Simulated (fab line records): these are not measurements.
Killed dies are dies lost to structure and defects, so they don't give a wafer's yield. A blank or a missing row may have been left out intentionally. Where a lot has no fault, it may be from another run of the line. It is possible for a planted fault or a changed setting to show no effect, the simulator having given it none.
fab line records	flow n5_finfet
[record] lots = 8	wafers = 24	last_day = 17
route steps=1938 shown BEOL_M4@1111 BEOL_M6@1238 BEOL_M7@1264 PASSIVATION@1936
lots that met no fault: taken from a fault-free run of the same line
start_h: start of the lot's first displayed wafer, in hours after the record's first day	wait_h: hours from the lot's prior step to this one	" as in the row above	L1.1+2: several wafers, shown together as one row	- value missing, or start not given	* or withheld: withheld	< > ~ a bound
route shown NAME@n: names a module that has steps shown in the file, with the first one's number in the route	usual: mean/standard deviation of fault-free wafers	same: alike in all rows	chamber/n: place in a boat	sites: the reading at each site	_std_site: the values' standard deviation	_edge_site: inner sites' mean taken away from outer sites' mean	radius_mm: for every site, how far away it sits from the centre of the wafer	mask NAME#n: copy n	behind: the last tool/chamber to shape the wafer	hold: what put the lot on hold/how long, in hours/how the hold closed	device: which transistor (n, p or np) failed to switch	end of line: the same wafers' tests at the end of the route	step lacking rows: just its recipe	killed: dies lost to structure and defects at the first sort, not the wafer's yield	map: a wafer's dies, x killed, . not, _ none there
set.NAME: the run value of the setting; set.NAME@STEP: its run value at that earlier step	model.NAME: the simulator's own value behind a step, which no gauge read
one table for each step of the route and one row for each wafer, over a sample of lots
services: a tool's chamber out of use, with start hour (start_h, from the record's first day; less than 0 if before it), hours out, and reason
[[steps]]
[step N5_BEOL_M4_RC_MEAS_101]
[usual] DIBL_N = 36.0/2.5	DIBL_P = 36.3/2.8	IOFF_N = 0.16/0.042	IOFF_P = 0.21/0.045	ION_N = 673/15	ION_P = 463/8.1	SS_N = 71.4/0.73	SS_P = 73.3/0.92	VT_N = 251/4.1	VT_P = -250/3.4
lot.wafer	tool	chamber	start_h	wait_h	DIBL_N[mV/V]	DIBL_P[mV/V]	IOFF_N[nA/um]	IOFF_P[nA/um]	ION_N[uA/um]	ION_P[uA/um]	SS_N[mV/dec]	SS_P[mV/dec]	VT_N[mV]	VT_P[mV]
L829.2	prober-01	0	201.20	0.2	34.9	36.7	0.14	0.19	651	447	70.6	73.5	250	-250
L829.5	"	0	"	"	38.7	41.8	0.22	0.27	687	470	72.4	75.0	247	-250
L829.6	"	0	"	"	33.5	35.7	0.13	0.19	681	466	71.0	72.7	251	-251
L834.3	prober-01	0	233.65	0.3	34.1	35.8	0.13	0.19	668	463	70.6	72.9	255	-252
L834.5	"	0	"	"	33.8	34.6	0.12	0.19	666	467	70.8	72.6	254	-252
L834.6	"	0	"	"	31.4	31.7	0.09	0.15	638	447	71.1	72.0	258	-255
L835.4	prober-02	0	239.46	0.5	30.8	31.1	0.09	0.16	657	466	70.4	72.1	257	-253
L835.5	"	0	"	"	34.9	35.5	0.13	0.21	655	456	70.5	73.3	256	-249
L835.6	"	0	"	"	32.7	31.7	0.12	0.16	680	467	70.7	72.5	252	-253
L841.3	prober-01	0	279.04	0.3	34.0	33.2	0.12	0.15	653	453	71.1	71.7	252	-256
L841.4	"	0	"	"	35.0	35.5	0.14	0.18	678	461	72.1	73.2	251	-251
L841.5	"	0	"	"	33.1	31.9	0.10	0.13	658	446	70.9	72.7	254	-257
L843.1	prober-02	0	281.25	0.0	36.9	37.6	0.16	0.23	681	467	71.5	73.4	251	-247
L843.2	"	0	"	"	36.6	37.1	0.15	0.23	660	459	71.2	73.1	251	-248
L843.4	"	0	"	"	36.6	38.0	0.18	0.25	686	473	71.6	74.0	247	-245
L844.1	prober-01	0	292.84	0.0	39.0	39.9	0.23	0.25	691	460	73.0	74.0	245	-250
L844.3	"	0	"	"	35.4	35.2	0.15	0.18	669	452	71.5	73.2	253	-254
L844.4	"	0	"	"	38.2	38.7	0.19	0.23	692	466	72.7	74.3	250	-251
L845.2	prober-01	0	299.74	0.2	38.9	42.2	0.22	0.32	692	476	71.6	74.1	246	-242
L845.3	"	0	"	"	36.7	38.1	0.17	0.25	676	470	71.0	72.9	248	-247
L845.6	"	0	"	"	39.7	42.3	0.23	0.32	701	472	71.7	74.1	241	-243
L846.3	prober-02	0	310.37	0.3	37.7	39.1	0.19	0.27	683	477	71.8	73.7	248	-245
L846.5	"	0	"	"	33.0	32.4	0.10	0.17	649	458	69.8	72.1	256	-256
L846.6	"	0	"	"	34.5	34.2	0.13	0.19	669	467	71.2	73.2	253	-251
[step N5_BEOL_M6_STRIP_36]
[recipe] chemistry = N2/H2	power_w = 450	temp_c = 40	pressure_mtorr = 20	rf_frequency_hz = 6e+07	overash_fraction = 0.3	bias_power_w = 7	h2_frac = 0.5	n2_flow_sccm = 200	h2_flow_sccm = 200
[usual] drypump_motor_current_A = 5.7/0.33	h2_flow_sccm = 200.0/0.6	oes_product_au = 0.80/0.085	rf_vpp_V = 59.3/1.4	showerhead_plenum_p_Torr = 2.55/0.098	throttle_valve_pct = 23.69/0.29
lot.wafer	tool	chamber	start_h	wait_h	drypump_motor_current_A	h2_flow_sccm	oes_product_au	rf_hours_counter_h	rf_vpp_V	showerhead_plenum_p_Torr	throttle_valve_pct
L829.2	rie_diel-02	3	217.14	0.0	5.3	199.2	0.73	202	58.8	2.52	23.84
L829.5	"	0	"	"	5.8	200.4	0.71	-	59.9	2.41	23.47
L829.6	"	3	"	"	5.4	200.0	0.75	-	59.8	2.52	23.80
L834.3	rie_diel-01	3	248.02	0.0	5.2	199.5	0.79	102	59.0	2.55	23.32
L834.5	"	3	"	"	5.2	200.3	0.81	-	61.8	2.55	23.35
L834.6	"	2	"	"	6.1	199.9	0.97	-	57.9	2.71	23.70
L835.4	rie_diel-01	1	257.58	0.0	5.8	200.3	0.68	218	58.5	2.58	23.48
L835.5	"	2	"	"	6.0	199.6	0.94	-	60.4	2.71	23.69
L835.6	"	3	"	"	5.2	199.8	0.78	-	59.7	2.55	23.32
L841.3	rie_diel-01	2	294.68	0.0	6.0	199.0	0.90	24	59.1	2.70	23.69
L841.4	"	0	"	"	6.1	199.0	0.85	67	59.3	2.48	24.08
L841.5	"	0	"	"	6.1	199.7	0.84	-	57.1	2.48	24.06
L843.1	rie_diel-05	0	298.96	0.0	6.3	199.3	0.94	6	59.4	2.62	24.14
L843.2	"	2	"	"	5.6	199.9	0.74	180	59.1	2.42	23.73
L843.4	"	3	"	"	5.8	199.8	0.79	-	59.2	2.67	23.47
L844.1	rie_diel-02	1	311.25	0.0	5.7	198.7	0.85	52	58.7	2.70	23.92
L844.3	"	0	"	"	5.8	200.3	0.70	243	57.6	2.40	23.53
L844.4	"	3	"	"	5.4	199.4	0.72	237	59.8	2.50	23.90
L845.2	rie_diel-01	3	317.85	0.0	5.2	199.6	0.76	126	58.0	2.54	23.37
L845.3	"	2	"	"	6.1	200.0	0.89	32	58.4	2.70	23.70
L845.6	"	2	"	"	6.0	199.9	0.88	-	57.7	2.70	23.70
L846.3	rie_diel-05	1	328.58	0.0	5.8	200.2	0.66	219	58.0	2.65	24.38
L846.5	"	0	"	"	6.3	199.7	0.89	-	59.1	2.61	24.10
L846.6	"	3	"	"	5.8	200.4	0.79	-	57.9	2.66	23.50
[step N5_BEOL_M6_PRE_CLEAN_45]
[recipe] gas = H2/He	time_s = 30	temp_c = 250
[usual] heater_power_w = 324/33
lot.wafer	tool	chamber	start_h	wait_h	heater_power_w
L829.2	pvd_sputter-01	-	217.96	0.0	319
L829.5	"	-	"	"	312
L829.6	"	-	"	"	282
L834.3	pvd_sputter-02	-	249.06	0.0	308
L834.5	"	-	"	"	347
L834.6	"	-	"	"	314
L835.4	pvd_sputter-03	-	258.82	0.0	320
L835.5	"	-	"	"	303
L835.6	"	-	"	"	300
L841.3	pvd_sputter-03	-	295.77	0.0	298
L841.4	"	-	"	"	302
L841.5	"	-	"	"	294
L843.1	pvd_sputter-03	-	300.21	0.0	298
L843.2	"	-	"	"	314
L843.4	"	-	"	"	320
L844.1	pvd_sputter-03	-	312.40	0.0	290
L844.3	"	-	"	"	302
L844.4	"	-	"	"	302
L845.2	pvd_sputter-03	-	320.93	0.0	304
L845.3	"	-	"	"	291
L845.6	"	-	"	"	324
L846.3	pvd_sputter-02	-	329.35	0.0	316
L846.5	"	-	"	"	403
L846.6	"	-	"	"	346
[step N5_BEOL_M6_CMP_52]
[recipe] stop_on = SiCOH_lowk	t_overpolish_s = 6.9	down_force_psi = 1	platen_rpm = 50	clearing_platen_down_force_psi = 1.5	clearing_platen_rpm = 50	post_cmp_clean = cu_alkaline	target_thk_nm = 80	clearing_platen_pad_velocity_m_s = 0.99484	pad_velocity_m_s = 0.99484
[usual] barrier_field_endpoint_s = 28.9/1	clearing_platen_down_force_psi = 1.500/0.0031	motor_current_A = 6.1/0.64	overpolish_run_s = 6.899/0.0094	time_to_endpoint_s = 63/4.3
lot.wafer	tool	chamber	start_h	wait_h	barrier_field_endpoint_s	clearing_platen_down_force_psi	motor_current_A	overpolish_run_s	time_to_endpoint_s
L829.2	cmp-04	0	219.83	0.2	29.7	1.498	6.0	6.897	64
L829.5	"	0	"	"	28.5	1.501	6.3	6.911	63
L829.6	"	1	"	"	28.3	1.502	6.7	6.896	59
L834.3	cmp-01	0	250.85	0.2	-	-	-	-	-
L834.5	"	2	"	"	-	-	-	-	-
L834.6	"	3	"	"	-	-	-	-	-
L835.4	cmp-04	2	260.27	0.2	-	-	-	-	-
L835.6	"	0	"	"	-	-	-	-	-
L835.5	"	1	"	"	-	-	-	-	-
L841.3	cmp-04	0	298.92	0.3	28.3	1.507	6.5	6.907	63
L841.4	"	2	"	"	28.7	1.504	6.0	6.909	64
L841.5	"	0	"	"	29.1	1.502	6.3	6.900	62
L843.4	cmp-04	2	301.77	0.1	29.3	1.499	6.2	6.882	65
L843.1	"	3	"	"	27.7	1.503	6.5	6.883	60
L843.2	"	0	"	"	28.9	1.500	6.3	6.872	61
L844.4	cmp-04	1	313.64	0.1	28.3	1.498	6.8	6.887	56
L844.1	"	2	"	"	28.2	1.498	5.9	6.904	62
L844.3	"	3	"	"	28.0	1.504	6.8	6.901	57
L845.3	cmp-01	2	322.38	0.2	27.9	1.500	4.9	6.903	56
L845.2	"	0	"	"	30.6	1.499	5.5	6.900	69
L845.6	"	3	"	"	28.4	1.499	6.4	6.882	58
L846.3	cmp-02	3	330.59	0.2	28.4	1.498	6.5	6.893	65
L846.6	"	2	"	"	29.4	1.502	6.3	6.896	64
L846.5	"	3	"	"	28.7	1.500	6.4	6.901	65
[step N5_BEOL_M6_THK_MEAS_53]
[recipe] thk_meas_gauge = xrf	reads = Cu_of_BEOL_M6_ECD_50
[usual] M6_THK = 79.7/2.5
lot.wafer	tool	chamber	start_h	wait_h	M6_THK[nm]
L829.2	film_metro-01	-	220.13	-	82.7
L829.5	"	-	"	"	78.5
L829.6	"	-	"	"	79.1
L834.3	film_metro-01	-	251.07	0.2	294.3
L834.5	"	-	"	"	296.1
L834.6	"	-	"	"	292.7
L835.4	film_metro-01	-	260.49	0.2	297.8
L835.5	"	-	"	"	293.6
L835.6	"	-	"	"	299.3
L841.3	film_metro-01	-	299.22	-	83.7
L841.4	"	-	"	"	78.6
L841.5	"	-	"	"	78.3
L843.1	film_metro-01	-	302.06	-	78.1
L843.2	"	-	"	"	78.8
L843.4	"	-	"	"	79.9
L844.1	film_metro-02	-	313.94	-	77.7
L844.3	"	-	"	"	77.7
L844.4	"	-	"	"	81.1
L845.2	film_metro-02	-	322.68	-	84.4
L845.3	"	-	"	"	85.9
L845.6	"	-	"	"	83.1
L846.3	film_metro-02	-	330.85	-	81.2
L846.5	"	-	"	"	81.0
L846.6	"	-	"	"	81.8
[step N5_BEOL_M6_RS_MEAS_57]
[recipe] thk_meas_gauge = four-point-probe	reads = Cu_of_BEOL_M6_ECD_50+Co_of_BEOL_M6_CVD_78+TaN_of_BEOL_M6_ALD_77
[usual] M6_RS = 0.285/0.01
lot.wafer	tool	chamber	start_h	wait_h	M6_RS[ohm/sq]
L829.2	film_metro-02	-	220.26	0.1	0.273
L829.5	"	-	"	"	0.290
L829.6	"	-	"	"	0.289
L834.3	film_metro-01	-	251.20	0.1	0.065
L834.5	"	-	"	"	0.064
L834.6	"	-	"	"	0.065
L835.4	film_metro-01	-	260.62	0.0	0.064
L835.5	"	-	"	"	0.065
L835.6	"	-	"	"	0.064
L841.3	film_metro-01	-	299.35	0.1	0.271
L841.4	"	-	"	"	0.290
L841.5	"	-	"	"	0.292
L843.1	film_metro-02	-	302.20	0.1	0.290
L843.2	"	-	"	"	0.288
L843.4	"	-	"	"	0.283
L844.1	film_metro-02	-	314.07	0.1	0.292
L844.3	"	-	"	"	0.292
L844.4	"	-	"	"	0.281
L845.2	film_metro-02	-	322.81	0.1	0.269
L845.3	"	-	"	"	0.263
L845.6	"	-	"	"	0.273
L846.3	film_metro-02	-	330.98	0.1	0.283
L846.5	"	-	"	"	0.283
L846.6	"	-	"	"	0.282
[step N5_BEOL_M6_INSPECT_58]
[recipe] inspect_instrument = darkfield	mode = post_dep
[usual] raw_defect_count = 76/26
lot.wafer	tool	chamber	start_h	wait_h	raw_defect_count
L829.2	defect_inspect-02	-	220.28	0.0	71
L829.5	"	-	"	"	75
L829.6	"	-	"	"	34
L834.3	defect_inspect-02	-	251.23	0.0	1375
L834.5	"	-	"	"	1392
L834.6	"	-	"	"	1456
L835.4	defect_inspect-01	-	260.65	0.0	1408
L835.5	"	-	"	"	1459
L835.6	"	-	"	"	1453
L841.3	defect_inspect-01	-	299.38	0.0	88
L841.4	"	-	"	"	48
L841.5	"	-	"	"	71
L843.1	defect_inspect-01	-	302.22	0.0	81
L843.2	"	-	"	"	108
L843.4	"	-	"	"	99
L844.1	defect_inspect-02	-	314.09	0.0	54
L844.3	"	-	"	"	40
L844.4	"	-	"	"	59
L845.2	defect_inspect-02	-	322.83	0.0	105
L845.3	"	-	"	"	35
L845.6	"	-	"	"	74
L846.3	defect_inspect-01	-	331.01	0.0	41
L846.5	"	-	"	"	47
L846.6	"	-	"	"	37
[step N5_BEOL_M7_CURE_74]
[recipe] temp_c = 385	time_s = 240	ambient = He/Ar	material = SiCOH_lowk
[usual] lamp_power_pct = 52.32/0.058	wafer_temp_C_max = 386.9/0.71
lot.wafer	tool	chamber	start_h	wait_h	lamp_power_pct	wafer_temp_C_max
L829.2	uv_cure-02	0	220.49	0.1	52.28	386.8
L829.5	"	0	"	"	52.41	386.4
L829.6	"	0	"	"	52.35	387.1
L841.3	uv_cure-01	1	299.80	0.4	52.23	385.6
L841.4	"	1	"	"	52.44	385.8
L841.5	"	1	"	"	52.31	385.6
L843.1	uv_cure-01	0	302.78	0.5	52.27	386.5
L843.2	"	0	"	"	52.35	386.6
L843.4	"	0	"	"	52.32	387.1
L844.1	uv_cure-02	0	314.20	0.0	52.29	386.8
L844.3	"	0	"	"	52.36	387.1
L844.4	"	0	"	"	52.38	386.7
L845.2	uv_cure-01	0	323.01	0.1	52.29	386.6
L845.3	"	0	"	"	52.32	386.8
L845.6	"	0	"	"	52.43	386.6
L846.3	uv_cure-01	2	331.27	0.2	52.37	387.3
L846.5	"	2	"	"	52.37	386.5
L846.6	"	2	"	"	52.34	386.7
[step N5_PASSIVATION_PROBE_49]
[usual] defect_limited_yield = 91.0/1.4	killed_at_M0_to_M3 = 36/11	killed_at_M4_up = 13/5.4	killed_at_contacts = 12/6.4	killed_at_front_end = 41/13	killed_at_other = 2.9/2.3	killed_dies = 106/17	killed_on_rim = 14/3.9	killed_open = 70/12	killed_short = 34/8.4	sort_bin_5_function = 5.2/1	sort_bin_6_memory = 3.4/0.63	sort_bin_8_speed = 0.1/0.49	sort_n_pass = 1074/18	sort_yield_pct = 91.0/1.6
[same] gross_dies = 1180	killed_at_back_side = 0	sort_bin_4_leakage[%] = 0
lot.wafer	tool	chamber	start_h	wait_h	defect_limited_yield[%]	killed_at_M0_to_M3	killed_at_M4_up	killed_at_contacts	killed_at_front_end	killed_at_other	killed_dies	killed_on_rim	killed_open	killed_short	sort_bin_5_function[%]	sort_bin_6_memory[%]	sort_bin_8_speed[%]	sort_n_pass	sort_yield_pct[%]
L829.2	prober-02	-	306.69	0.1	92.8	35	9	4	33	4	85	8	62	23	4.0	3.1	0	1095	92.8
L829.5	prober-02	-	306.84	0.2	91.9	37	10	12	33	3	95	15	63	32	4.8	2.9	0	1085	91.9
L829.6	prober-02	-	306.89	0.3	91.4	38	18	11	34	1	102	19	67	35	4.8	3.3	0	1078	91.4
L834.3	prober-01	-	335.41	0.1	0	42	1092	11	32	3	1180	152	60	44	4.6	3.8	0	0	0
L834.5	prober-01	-	335.51	0.2	0	41	1084	4	48	3	1180	152	74	33	5.0	4.0	0	0	0
L834.6	prober-01	-	335.56	0.3	0	54	1074	10	41	1	1180	152	91	33	6.1	4.1	0	0	0
L835.4	prober-01	-	339.68	0.2	0	30	1097	20	30	3	1180	152	61	27	4.1	3.0	0	0	0
L835.5	prober-01	-	339.73	0.2	0	24	1121	8	26	1	1180	152	57	20	4.3	2.1	0	0	0
L835.6	prober-01	-	339.78	0.3	0	32	1092	13	38	5	1180	152	68	26	4.7	3.1	0	0	0
L841.3	prober-01	-	372.21	0.1	89.8	47	16	13	42	2	120	18	88	30	6.6	3.4	0	1060	89.8
L841.4	prober-01	-	372.26	0.2	90.8	44	20	8	35	2	109	13	74	34	5.9	2.8	0	1071	90.8
L841.5	prober-01	-	372.31	0.2	89.4	47	11	10	51	6	125	14	83	40	6.7	3.6	0.1	1054	89.3
L843.1	prober-02	-	381.34	0.0	90.2	55	8	11	41	1	116	18	79	35	6.7	2.7	0	1064	90.2
L843.2	prober-02	-	381.39	0.1	90.0	47	12	15	43	1	118	15	74	41	6.2	3.5	0	1062	90.0
L843.4	prober-02	-	381.49	0.2	89.7	48	10	16	47	1	122	14	75	44	6.0	3.6	0	1058	89.7
L844.1	prober-02	-	395.36	0.0	92.2	30	9	8	43	2	92	18	76	16	4.8	2.9	0	1088	92.2
L844.3	prober-02	-	395.46	0.1	93.2	17	4	11	42	6	80	12	59	21	4.1	2.7	0	1100	93.2
L844.4	prober-02	-	395.51	0.2	92.9	27	15	8	30	4	84	13	54	23	4.5	1.9	0	1096	92.9
L845.2	prober-01	-	395.57	0.1	89.7	19	30	24	43	5	121	16	88	30	5.4	4.7	0	1059	89.7
L845.3	prober-01	-	395.62	0.1	90.5	24	19	8	54	7	112	16	71	40	5.4	3.6	0	1068	90.5
L845.6	prober-01	-	395.77	0.3	89.7	35	22	12	42	10	121	16	91	29	6.1	3.8	0	1059	89.7
L846.3	prober-02	-	418.40	0.1	93.2	22	19	9	29	1	80	7	61	18	4.3	2.5	0	1100	93.2
L846.5	prober-02	-	418.50	0.2	90.7	52	8	3	43	4	110	18	77	33	4.9	4.1	0	1070	90.7
L846.6	prober-02	-	418.55	0.3	93.4	32	16	3	19	8	78	8	51	25	3.8	2.6	0	1102	93.4
// killed by level:class
L829.2 BEOL_M3:geometric_particle:open=19 FIN_SAQP:geometric_particle:open=10 GATE_CUT:geometric_particle:short=8 BEOL_M1:geometric_particle:open=4 BEOL_M3:geometric_particle:short=4 BEOL_M4:geometric_particle:open=4 GATE_CUT:geometric_particle:open=3 MOL_CONTACT_COAG:geometric_particle:open=3
L829.5 FIN_SAQP:geometric_particle:open=11 BEOL_M3:geometric_particle:open=11 BEOL_M0_SAQP:geometric_particle:open=10 MOL_CONTACT_COAG:geometric_particle:open=9 BEOL_M0_SAQP:geometric_particle:short=7 BEOL_M4:geometric_particle:open=6 FIN_SAQP:geometric_particle:short=5 STI_FIN_REVEAL:geometric_particle:open=5
L829.6 BEOL_M0_SAQP:geometric_particle:short=10 BEOL_M0_SAQP:geometric_particle:open=9 MOL_CONTACT_COAG:geometric_particle:open=8 BEOL_M4:geometric_particle:open=8 BEOL_M3:geometric_particle:open=6 FIN_SAQP:geometric_particle:open=5 GATE_CUT:geometric_particle:open=5 STARTING-WAFER:geometric_particle:open=5
L834.3 BEOL_M6:area_cmp=1075 BEOL_M1:geometric_particle:open=12 FIN_SAQP:geometric_particle:open=7 MOL_CONTACT_COAG:geometric_particle:open=7 BEOL_M0_SAQP:geometric_particle:short=7 FIN_SAQP:geometric_particle:short=6 BEOL_M5:geometric_particle:open=6 BEOL_M1:geometric_particle:short=5
L834.5 BEOL_M6:area_cmp=1073 FIN_SAQP:geometric_particle:open=21 BEOL_M3:geometric_particle:open=14 FIN_SAQP:geometric_particle:short=10 BEOL_M0_SAQP:geometric_particle:open=10 BEOL_M4:geometric_particle:open=8 BEOL_M0_SAQP:geometric_particle:short=6 BEOL_M3:geometric_particle:short=6
L834.6 BEOL_M6:area_cmp=1055 MOL_CONTACT_COAG:geometric_particle:open=9 BEOL_M3:geometric_particle:open=9 BEOL_M0_SAQP:geometric_particle:open=9 BEOL_M1:geometric_particle:open=9 BEOL_M2:geometric_particle:open=9 BEOL_M4:geometric_particle:open=9 FIN_SAQP:geometric_particle:open=8
L835.4 BEOL_M6:area_cmp=1092 MOL_CONTACT_COAG:geometric_particle:open=16 BEOL_M0_SAQP:geometric_particle:open=11 FIN_SAQP:geometric_particle:open=5 BEOL_M0:geometric_particle:open=5 STI_FIN_REVEAL:geometric_particle:open=4 DUMMY_GATE:geometric_particle:open=4 MOL_CONTACT_COAG:geometric_particle:short=4
L835.5 BEOL_M6:area_cmp=1103 STI_FIN_REVEAL:geometric_particle:open=10 BEOL_M2:geometric_particle:open=10 MOL_CONTACT_COAG:geometric_particle:open=6 BEOL_M4:geometric_particle:open=6 FIN_SAQP:geometric_particle:open=4 BEOL_M3:geometric_particle:open=4 BEOL_M0_SAQP:geometric_particle:short=3
L835.6 BEOL_M6:area_cmp=1085 STI_FIN_REVEAL:geometric_particle:open=17 MOL_CONTACT_COAG:geometric_particle:open=11 FIN_SAQP:geometric_particle:open=10 BEOL_M1:geometric_particle:open=6 BEOL_M3:geometric_particle:open=6 BEOL_M0_SAQP:geometric_particle:short=5 BEOL_M2:geometric_particle:open=5
L841.3 FIN_SAQP:geometric_particle:open=20 BEOL_M1:geometric_particle:open=12 BEOL_M2:geometric_particle:open=12 FIN_SAQP:geometric_particle:short=9 MOL_CONTACT_COAG:geometric_particle:open=9 BEOL_M4:geometric_particle:open=7 BEOL_M0_SAQP:geometric_particle:open=6 BEOL_M3:geometric_particle:open=6
L841.4 FIN_SAQP:geometric_particle:open=12 BEOL_M0_SAQP:geometric_particle:short=11 BEOL_M3:geometric_particle:open=8 MOL_CONTACT_COAG:geometric_particle:open=7 BEOL_M0:geometric_particle:open=7 BEOL_M2:geometric_particle:open=6 BEOL_M3:geometric_particle:short=6 BEOL_M4:geometric_particle:open=6
L841.5 FIN_SAQP:geometric_particle:open=17 MOL_CONTACT_COAG:geometric_particle:open=10 FIN_SAQP:geometric_particle:short=9 STI_FIN_REVEAL:geometric_particle:open=9 BEOL_M3:geometric_particle:open=8 BEOL_M0_SAQP:geometric_particle:short=8 BEOL_M0_SAQP:geometric_particle:open=8 BEOL_M3:geometric_particle:short=7
L843.1 BEOL_M0_SAQP:geometric_particle:open=13 BEOL_M1:geometric_particle:open=12 BEOL_M2:geometric_particle:open=10 FIN_SAQP:geometric_particle:open=8 MOL_CONTACT_COAG:geometric_particle:open=8 FIN_SAQP:geometric_particle:short=7 STI_FIN_REVEAL:geometric_particle:open=7 DUMMY_GATE:geometric_particle:open=7
L843.2 MOL_CONTACT_COAG:geometric_particle:open=14 BEOL_M0_SAQP:geometric_particle:short=12 FIN_SAQP:geometric_particle:short=11 BEOL_M3:geometric_particle:open=9 BEOL_M1:geometric_particle:open=8 BEOL_M0_SAQP:geometric_particle:open=8 FIN_SAQP:geometric_particle:open=6 STI_FIN_REVEAL:geometric_particle:open=5
L843.4 FIN_SAQP:geometric_particle:short=17 BEOL_M0_SAQP:geometric_particle:open=17 MOL_CONTACT_COAG:geometric_particle:open=14 STI_FIN_REVEAL:geometric_particle:open=11 BEOL_M0_SAQP:geometric_particle:short=11 DUMMY_GATE:geometric_particle:open=8 BEOL_M1:geometric_particle:open=8 FIN_SAQP:geometric_particle:open=4
L844.1 STI_FIN_REVEAL:geometric_particle:open=15 BEOL_M3:geometric_particle:open=11 FIN_SAQP:geometric_particle:open=10 MOL_CONTACT_COAG:geometric_particle:open=8 BEOL_M0:geometric_particle:open=6 BEOL_M0_SAQP:geometric_particle:open=4 STARTING-WAFER:geometric_particle:open=4 FIN_SAQP:geometric_particle:short=3
L844.3 FIN_SAQP:geometric_particle:open=9 MOL_CONTACT_COAG:geometric_particle:open=9 STI_FIN_REVEAL:geometric_particle:open=8 BEOL_M1:geometric_particle:open=8 ILD0:geometric_particle:open=7 BEOL_M3:geometric_particle:open=5 STARTING-WAFER:geometric_particle:open=5 STI_FIN_REVEAL:geometric_particle:short=4
L844.4 BEOL_M3:geometric_particle:open=11 FIN_SAQP:geometric_particle:open=6 STI_FIN_REVEAL:geometric_particle:open=6 HKMG_FIN:area_etch=6 BEOL_M2:geometric_particle:open=4 MOL_CONTACT_COAG:geometric_particle:short=4 MOL_CONTACT_COAG:geometric_particle:open=4 GATE_CUT:geometric_particle:short=3
L845.2 BEOL_M4:geometric_particle:open=19 MOL_CONTACT_COAG:geometric_particle:open=15 STI_FIN_REVEAL:geometric_particle:open=11 FIN_SAQP:geometric_particle:open=8 MOL_CONTACT_COAG:geometric_particle:short=8 FIN_SAQP:geometric_particle:short=6 BEOL_M1:geometric_particle:open=6 BEOL_M5:geometric_particle:open=4
L845.3 STI_FIN_REVEAL:geometric_particle:open=16 FIN_SAQP:geometric_particle:open=9 MOL_CONTACT_COAG:geometric_particle:open=7 BEOL_M4:geometric_particle:open=7 FIN_SAQP:geometric_particle:short=6 BEOL_M0_SAQP:geometric_particle:short=6 STI_FIN_REVEAL:geometric_particle:short=5 BEOL_M2:geometric_particle:open=5
L845.6 BEOL_M4:geometric_particle:open=17 MOL_CONTACT_COAG:geometric_particle:open=11 FIN_SAQP:geometric_particle:open=10 BEOL_M0:geometric_particle:open=8 FIN_SAQP:geometric_particle:short=7 DUMMY_GATE:geometric_particle:open=7 BEOL_M0_SAQP:geometric_particle:open=7 STI_FIN_REVEAL:geometric_particle:open=6
L846.3 BEOL_M4:geometric_particle:open=12 DUMMY_GATE:geometric_particle:open=7 MOL_CONTACT_COAG:geometric_particle:open=7 BEOL_M0_SAQP:geometric_particle:open=6 FIN_SAQP:geometric_particle:short=4 FIN_SAQP:geometric_particle:open=4 BEOL_M2:geometric_particle:open=4 STARTING-WAFER:geometric_particle:open=4
L846.5 FIN_SAQP:geometric_particle:open=17 BEOL_M1:geometric_particle:open=13 BEOL_M0_SAQP:geometric_particle:open=11 BEOL_M0_SAQP:geometric_particle:short=10 STARTING-WAFER:geometric_particle:open=8 FIN_SAQP:geometric_particle:short=6 BEOL_M0:geometric_particle:open=5 BEOL_M3:geometric_particle:open=5
L846.6 BEOL_M0_SAQP:geometric_particle:open=6 BEOL_M0:geometric_particle:open=6 BEOL_M8:geometric_particle:open=6 FIN_SAQP:geometric_particle:short=4 STI_FIN_REVEAL:geometric_particle:open=4 BEOL_M0_SAQP:geometric_particle:short=4 BEOL_M1:geometric_particle:open=4 BEOL_M3:geometric_particle:open=4
[[services]]
tool	chamber	start_h	hours	kind
rie_diel-01	0	196.80	1.5	repair
rie_diel-01	2	198.84	3.8	repair
rie_diel-01	2	218.70	-	clean
rie_diel-01	2	218.70	-	consumable_replace:focus_ring
rie_diel-05	-	219.15	28.1	pm
rie_diel-01	1	224.90	1.9	repair
uv_cure-02	-	233.43	1.6	repair
cmp-01	-	234.30	2.1	repair
uv_cure-02	-	236.00	6.0	pm
uv_cure-01	-	251.99	0.3	repair
uv_cure-01	-	256.93	2.1	pm
cmp-02	-	258.39	1.0	repair
rie_diel-01	-	260.12	2.1	repair
cmp-02	-	274.75	4.3	pm
rie_diel-05	1	284.51	16.5	repair
rie_diel-05	0	287.28	3.1	repair
cmp-02	-	297.52	1.5	repair
uv_cure-02	-	300.46	2.9	repair
rie_diel-02	3	307.53	2.1	repair
cmp-01	-	310.03	2.4	repair
cmp-01	-	313.14	4.4	pm
rie_diel-05	-	318.46	0.3	repair
rie_diel-01	-	319.33	0.6	repair
cmp-04	-	329.05	4.0	pm
[[key]]
[first_sign] step = N5_BEOL_M6_CMP_52	reading = tool_record	direction = missing
[effect] step = N5_BEOL_M6_THK_MEAS_53	reading = M6_THK	direction = up	sigmas = 86	usual = 79.7	struck = 295.6
[effect] step = N5_BEOL_M6_RS_MEAS_57	reading = M6_RS	direction = down	sigmas = 22	usual = 0.285	struck = 0.064
[effect] step = N5_BEOL_M6_INSPECT_58	reading = raw_defect_count	direction = up	sigmas = 52	usual = 76	struck = 1424
[effect] step = N5_PASSIVATION_PROBE_49	reading = killed_at_M4_up	direction = up	sigmas = 99+	usual = 13	struck = 1093
[more_kills_born_at] N5_BEOL_M6_CMP_52@cmp-04 = 3280	N5_BEOL_M6_CMP_52@cmp-01 = 3203
met_at N5_BEOL_M6_CMP_52
struck_lots L834,L835
later_rows_left_out L834.3,L834.5,L834.6,L835.4,L835.5,L835.6
not_acting_at N5_BEOL_M6_STRIP_36,N5_BEOL_M6_PRE_CLEAN_45,N5_BEOL_M7_CURE_74
onset_between 219.83 250.85
[fault] kind = skipped_step_whole	tool = cmp-01,cmp-04	chamber = -	onset_h = 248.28	steps = N5_BEOL_M6_CMP_52	scope = struck_lots_only
// later_rows_left_out: the simulator's readings of these wafers behind a module that went badly wrong aren't trusted and aren't shown, but for the sort
